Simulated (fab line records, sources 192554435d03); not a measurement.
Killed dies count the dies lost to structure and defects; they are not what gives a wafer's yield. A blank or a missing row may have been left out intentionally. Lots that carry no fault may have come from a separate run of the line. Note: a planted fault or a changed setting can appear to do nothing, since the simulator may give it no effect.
Chamber matching ; flow n5_finfet ; N5_BEOL_M9_ETCH_65 on rie_diel-03 has 4 sister chambers
The step etches SiARC in CF4, target depth 15.6 nm, time 26 s. 14 wafers are shown with their chamber, then 7 later ones without.

== WAFERS PAIRED WITH THEIR CHAMBERS ==
wafer;chamber;showerhead_plenum_p_Torr (Torr);drypump_motor_current_A (A);throttle_valve_pct (%)
L074.3;3;2.11;5.1;15.82
L074.5;1;2.04;5.7;15.81
L074.6;2;2.20;5.3;15.87
L080.1;1;2.04;5.7;15.86
L080.3;2;2.19;5.3;15.92
L080.6;3;2.11;5.1;15.85
L081.1;3;2.11;5.1;15.85
L081.2;1;2.04;5.7;15.85
L081.5;0;2.19;5.6;16.08
L083.2;3;2.10;5.1;15.87
L083.4;3;2.10;5.0;15.85
L083.6;0;2.19;5.7;16.08
L086.2;1;2.03;5.7;15.88
L086.3;2;2.19;5.3;15.41

SIGNATURES (means of the wafers above)
reading;chamber 0;chamber 1;chamber 2;chamber 3;scatter within a chamber
showerhead_plenum_p_Torr;2.1900;2.0375;2.1933;2.1060;0.00512
drypump_motor_current_A;5.650;5.700;5.300;5.080;0.0361
throttle_valve_pct;16.0800;15.8500;15.7333;15.8480;0.127
Rule: a wafer lies at a distance from a chamber equal to the root of the sum of squares, over the readings, of (its reading less the chamber's mean, divided by the reading's scatter). If the next closest chamber is less than 2 further off than the closest, the wafer can't be placed; otherwise it belongs to the closest. The scatter: take each reading less its chamber's mean, square it, sum over the shown wafers, divide by the number of wafers less the number of chambers, and take the root.

== WAFERS MISSING THEIR CHAMBER ==
wafer;showerhead_plenum_p_Torr (Torr);drypump_motor_current_A (A);throttle_valve_pct (%)
L086.5;2.03;5.7;15.87
L085.1;2.19;5.3;15.41
L085.2;2.10;5.1;15.86
L085.5;2.19;5.6;15.57
L094.2;2.03;5.7;15.92
L094.4;2.18;5.6;15.58
L094.5;2.03;5.7;15.92

== WHICH CHAMBER EACH WENT THROUGH ==
wafer;from the rows above;in truth
L086.5;1;1
L085.1;2;2
L085.2;3;3
L085.5;0;0
L094.2;1;1
L094.4;0;0
L094.5;1;1
7 of 7 placed correctly. Can't be placed from these rows: 0. 0 placed wrongly.
